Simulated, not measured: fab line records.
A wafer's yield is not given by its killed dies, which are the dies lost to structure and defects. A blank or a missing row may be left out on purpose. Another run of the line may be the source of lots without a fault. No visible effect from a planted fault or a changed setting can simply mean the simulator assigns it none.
Code-filled problem report in 8D (eight disciplines) form + flow n5_finfet + the parts of the form that need people (team, actions taken, sign-off) are left out

1. PROBLEM STATEMENT
At N5_BEOL_M5_COAT_74, spin_speed_rpm averages 1826.1 rpm over 6 wafers from 2 lots, while fault-free wafers read 1500.1 rpm, standard deviation 0.9. So: +99 or more standard deviations from the usual mean.
The step: time 60 s, resist thk 5 nm.
First observed at day 12 10:44: wafer L794.1, on litho_track-05. Wafers with a number at this step in the record: 32, from 11 lots. Rule for "out" (also "out of limits"): further than 4 standard deviations from the usual mean. The rest of the wafers with a number are treated as sound.

2. WHAT THIS IS AND IS NOT
| question                    | is                     | is not                                                                                 |
|-----------------------------|------------------------|----------------------------------------------------------------------------------------|
| which readings at this step | spin_speed_rpm         | chill_plate_temp_C                                                                     |
| which lots                  | L794, L796             | L782, L784, L786, L787, L789, L792, L793, L798, L801                                   |
| which wafers of those lots  | all that have a number | -                                                                                      |
| read on which tools         | litho_track-05         | litho_track-02, litho_track-03                                                         |
| when                        | from day 12 10:44      | up to then (15 sound wafers); but 11 sound wafers of L792, L793, L798, L801 came after |

3. THE SUSPECTS, EACH WITH WHAT RULES IT OUT
Counting: a tool stays on the suspect list if, at a process step up to the reading, it processed all lots that are out and no sound lot following the first of them.
- litho_track-05 at N5_BEOL_M5_COAT_74 (time 60 s, resist thk 5 nm): kept. It ran every lot that is out, first L794 (day 12 10:44), and no sound lot after that; its last sound lot up to then is L789 (day 11 15:36). Its own readings are out on those wafers: spin_speed_rpm.
Remaining after the count: litho_track-05 at N5_BEOL_M5_COAT_74.

4. THE CAUSE (what the simulator had put in)
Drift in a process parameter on litho_track-05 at N5_BEOL_M5_COAT_74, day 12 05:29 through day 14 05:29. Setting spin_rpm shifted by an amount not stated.
The count eliminated every tool but this one.

5. THE CHAIN OF EFFECTS, in route order
Each row: a reading where the mean over the struck wafers with a number is more than 3 standard deviations away from the usual. Readings are gone through only where the record gives a usual standard deviation; hours: the median, over the lots, of the time from a lot's start at the first step in this table giving one to that lot's start at this step; sigmas: the change measured in usual standard deviations.
| hours | step               | reading        | usual      | on struck wafers | change | sigmas      |
|-------|--------------------|----------------|------------|------------------|--------|-------------|
| 0     | N5_BEOL_M5_COAT_74 | spin_speed_rpm | 1500.1 rpm | 1826.1           | +326.0 | +99 or more |
Process steps it contains:
- N5_BEOL_M5_COAT_74: time 60 s, resist thk 5 nm.
Later measuring or inspecting steps at which every struck wafer that the step has a row for has a number for every such reading, and none has moved that far: N5_BEOL_M5_INSPECT_30.

6. WHAT WOULD HAVE CAUGHT IT SOONER
In this record no reading fell out of limits until day 12 10:44, 5 hours after the fault had begun at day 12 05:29.
